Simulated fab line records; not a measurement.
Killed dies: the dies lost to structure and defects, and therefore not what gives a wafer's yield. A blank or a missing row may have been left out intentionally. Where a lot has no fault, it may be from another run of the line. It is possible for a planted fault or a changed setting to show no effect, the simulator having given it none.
Problem report in the 8D (eight disciplines) form, filled by code -- flow n5_finfet -- the parts of the form that need people (team, actions taken, sign-off) are left out

## 1. THE PROBLEM
Mean of bias_w at N5_HKMG_FIN_ETCH_55: 163.7 W across 6 wafers in 2 lots; on wafers with no fault it is 150.1 W (standard deviation 0.48). Measured from the usual mean, that is +28 standard deviations.
The step: etches SOC in N2/H2, target depth 240 nm, time 300 s.
First seen on wafer L589.1, day 6 04:23, on rie_diel-03. Wafers with a number at this step in the record: 27, from 10 lots. Rule for "out", or "out of limits": more than 4 standard deviations from the usual mean. The other wafers with a number count as sound.

## 2. WHAT IT IS, WHAT IT ISN'T
question,is,is not
which readings at this step,"bias_w, rf_vpp_V","drypump_motor_current_A, oes_product_au, showerhead_plenum_p_Torr, throttle_valve_pct"
which lots,"L589, L593","L581, L584, L585, L586, L588, L597, L603, L604"
which wafers of those lots,all that have a number,-
read on which tools,rie_diel-03,"rie_diel-04, rie_diel-05"
when,from day 6 04:23,"up to then (14 sound wafers); but 7 sound wafers of L597, L603, L604 came after"

## 3. SUSPECTS, AND WHAT RULES EACH OUT
Counting: any tool at a process step up to the reading is kept as a suspect provided that every lot that is out went through it and no sound lot did after the first of them.
- ald_hk-02 at N5_HKMG_FIN_HK_ALD_01 (deposits HfO2, target thk 1.6 nm, pulse time 3 s, purge time 3 s): kept. It ran every lot that is out, first L589 (day 6 02:51), and no sound lot after that; its last sound lot up to then is L588 (day 5 15:34).
- rie_diel-03 at N5_HKMG_FIN_ETCH_55 (etches SOC in N2/H2, target depth 240 nm, time 300 s): kept. It ran every lot that is out, first L589 (day 6 04:23), and no sound lot after that; its last sound lot up to then is L588 (day 5 16:44). Its own bias_w, rf_vpp_V readings are out on those wafers.
What counting leaves: ald_hk-02 at N5_HKMG_FIN_HK_ALD_01 and rie_diel-03 at N5_HKMG_FIN_ETCH_55.

## 4. THE CAUSE (what the simulator had put in)
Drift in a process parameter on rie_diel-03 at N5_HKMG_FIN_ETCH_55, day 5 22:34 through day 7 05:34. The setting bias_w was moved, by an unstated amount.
Of the 2 suspects that counting leaves, this tool is one.

## 5. SEQUENCE OF EFFECTS, ordered by route
Each row: a reading whose mean over the struck wafers that have a number lies more than 3 standard deviations from the usual. Readings are gone through only where the record gives a usual standard deviation; hours: the median, over the lots, of the time from a lot's start at the first step in this table giving one to that lot's start at this step; sigmas: the change measured in usual standard deviations.
hours,step,reading,usual,on struck wafers,change,sigmas
0,N5_HKMG_FIN_ETCH_55,bias_w,150.1 W,163.7,+13.6,+28
0,N5_HKMG_FIN_ETCH_55,rf_vpp_V,523 V,552,+30,+9.5
The process steps in it:
- N5_HKMG_FIN_ETCH_55: etches SOC in N2/H2, target depth 240 nm, time 300 s.
Later measuring or inspecting steps at which every struck wafer that the step has a row for has a number for every such reading, and none has moved that far: N5_BEOL_M4_RC_MEAS_101.

## 6. HOW IT WOULD HAVE BEEN CAUGHT EARLIER
6 hours passed between the start of the fault at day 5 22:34 and the first reading out of limits in this record, taken at day 6 04:23.
